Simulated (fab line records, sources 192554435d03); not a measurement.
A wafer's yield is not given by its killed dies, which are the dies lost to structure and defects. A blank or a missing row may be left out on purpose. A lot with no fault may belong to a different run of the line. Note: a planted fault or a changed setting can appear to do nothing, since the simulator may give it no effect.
A sampling plan put to the test	flow n5-finfet	11 faults told of in these records, all on one fab line, each judged by the records of the lots it struck
What counts as the plan is the set of the line's own looks, namely the steps on the route at which a gauge or an inspection reads a wafer and does not change it. Where struck wafers have a number at a look and the file lists that look's usual mean and standard deviation on fault-free wafers, the look can be judged. Caught: 4 or more of those standard deviations (sigma) separate the usual mean from the mean of the struck wafers at a look after the fault's first step. On the tool: the test repeated on the tool's own readings taken at the fault's steps. It also counts as caught if the struck wafers ran another recipe or if their record alone is blank.

## THE FAULTS, as the simulator had put them in
1. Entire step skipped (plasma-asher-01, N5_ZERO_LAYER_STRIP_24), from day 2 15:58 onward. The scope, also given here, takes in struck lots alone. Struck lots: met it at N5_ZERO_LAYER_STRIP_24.
2. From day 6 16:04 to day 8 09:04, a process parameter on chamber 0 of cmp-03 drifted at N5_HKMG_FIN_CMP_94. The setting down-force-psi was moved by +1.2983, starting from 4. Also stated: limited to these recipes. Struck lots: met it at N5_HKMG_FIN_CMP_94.
3. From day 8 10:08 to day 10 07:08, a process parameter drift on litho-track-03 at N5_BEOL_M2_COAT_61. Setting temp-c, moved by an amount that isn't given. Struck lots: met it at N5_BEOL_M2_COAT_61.
4. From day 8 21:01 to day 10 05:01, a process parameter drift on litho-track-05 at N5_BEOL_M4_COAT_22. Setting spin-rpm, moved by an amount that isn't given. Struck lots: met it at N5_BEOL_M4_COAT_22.
5. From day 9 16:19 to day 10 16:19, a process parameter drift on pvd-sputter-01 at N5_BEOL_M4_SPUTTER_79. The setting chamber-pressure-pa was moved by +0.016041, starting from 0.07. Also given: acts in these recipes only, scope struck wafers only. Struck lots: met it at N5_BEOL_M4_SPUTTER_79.
6. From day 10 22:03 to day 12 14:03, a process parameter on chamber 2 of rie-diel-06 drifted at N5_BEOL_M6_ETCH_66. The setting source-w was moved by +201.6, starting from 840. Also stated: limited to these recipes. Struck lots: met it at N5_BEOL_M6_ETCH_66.
7. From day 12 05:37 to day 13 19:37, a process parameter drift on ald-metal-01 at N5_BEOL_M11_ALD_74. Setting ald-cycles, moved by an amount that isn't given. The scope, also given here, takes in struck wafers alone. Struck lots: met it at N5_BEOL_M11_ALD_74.
8. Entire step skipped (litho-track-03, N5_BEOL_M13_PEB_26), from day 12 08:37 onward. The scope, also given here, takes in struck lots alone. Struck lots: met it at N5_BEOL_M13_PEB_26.
9. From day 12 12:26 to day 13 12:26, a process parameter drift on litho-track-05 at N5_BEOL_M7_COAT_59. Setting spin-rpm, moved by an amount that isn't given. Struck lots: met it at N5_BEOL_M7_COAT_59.
10. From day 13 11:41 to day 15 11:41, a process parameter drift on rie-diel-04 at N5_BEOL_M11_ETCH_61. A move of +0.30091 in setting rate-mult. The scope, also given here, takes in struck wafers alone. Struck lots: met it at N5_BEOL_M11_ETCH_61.
11. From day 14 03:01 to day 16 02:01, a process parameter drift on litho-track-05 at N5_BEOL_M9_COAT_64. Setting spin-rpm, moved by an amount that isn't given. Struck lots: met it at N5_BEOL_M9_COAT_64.

## WHAT THE PLAN SAW
fault	on the tool itself	first look that catches it	reading, sigma	median hours from its first step to that look	hours from the fault's start to the first struck lot there	judged looks passed uncaught
1	the tool's record is blank for the struck wafers	none of the 3 looks that can be judged after it	-	-	-	3
2	head-pressure-psi +99 or beyond sigma	none of the 2 looks that can be judged after it	-	-	-	2
3	plate-temp-C +43 sigma	none of the 2 looks that can be judged after it	-	-	-	2
4	spin-speed-rpm -90 sigma	none of the 2 looks that can be judged after it	-	-	-	2
5	chamber-pressure-pa +99 or beyond sigma	not the one look that can be judged after it	-	-	-	1
6	rf-fwd-power-W +73 sigma	no look after it can be judged	-	-	-	0
7	under 2 sigma	no look after it can be judged	-	-	-	0
8	the tool's record is blank for the struck wafers	no look after it can be judged	-	-	-	0
9	spin-speed-rpm +99 or beyond sigma	no look after it can be judged	-	-	-	0
10	etch-rf-on-time-s -14 sigma	no look after it can be judged	-	-	-	0
11	spin-speed-rpm +66 sigma	no look after it can be judged	-	-	-	0
A dash: the fault isn't caught, or these records don't give the number.

Caught at a look: 0 of 11. Caught on the tool: 10 of 11. By one or the other: 10 of 11.
Faults caught by the tool alone: 1, 2, 3, 4, 5, 6, 8, 9, 10, 11.
Caught by neither: fault 7.
